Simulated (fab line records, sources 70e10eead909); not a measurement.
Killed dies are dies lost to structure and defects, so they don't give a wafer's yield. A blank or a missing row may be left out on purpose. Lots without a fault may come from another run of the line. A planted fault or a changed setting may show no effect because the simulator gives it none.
Chamber matching | flow nand_harc | NHARC_P_GATE_DESCUM_13 on rie_diel-06: 4 sister chambers
The step chemistry O2, time 3 s. 8 wafers are shown with their chamber, then 7 later ones without.

WAFERS WITH THEIR CHAMBER
wafer  | chamber | drypump_motor_current_A (A) | showerhead_plenum_p_Torr (Torr)
L749.3 | 2       | 5.6                         | 1.79
L748.2 | 2       | 5.5                         | 1.79
L748.5 | 3       | 6.1                         | 1.83
L752.4 | 1       | 5.0                         | 1.88
L754.2 | 3       | 6.1                         | 1.82
L754.6 | 0       | 5.7                         | 1.83
L757.3 | 1       | 5.0                         | 1.87
L757.4 | 0       | 5.7                         | 1.83

WAFERS WITHOUT THEIR CHAMBER
wafer  | drypump_motor_current_A (A) | showerhead_plenum_p_Torr (Torr)
L757.5 | 5.6                         | 1.78
L761.2 | 5.7                         | 1.83
L761.5 | 6.1                         | 1.82
L761.6 | 5.7                         | 1.83
L767.3 | 5.5                         | 1.77
L767.4 | 5.7                         | 1.83
L767.5 | 6.1                         | 1.82

WHICH CHAMBER EACH WENT THROUGH
wafer  | from the rows above | in truth
L757.5 | 2                   | 2
L761.2 | 0                   | 0
L761.5 | 3                   | 3
L761.6 | 0                   | 0
L767.3 | 2                   | 2
L767.4 | 0                   | 0
L767.5 | 3                   | 3
Placed correctly: 7 of 7. Can't be placed from these rows: 0. Placed wrongly: 0.
How it was worked out, from the rows above alone: a wafer's distance from a chamber is the root of the sum, over the readings, of the square of ((its reading less the chamber's mean) divided by the reading's scatter). The wafer belongs to the nearest chamber; if the next one is less than 2 further off, it can't be placed. A chamber's mean is the mean of its shown wafers. The scatter: the root of (the sum of the squares of (reading less its chamber's mean) over the shown wafers, divided by (wafers less chambers)).
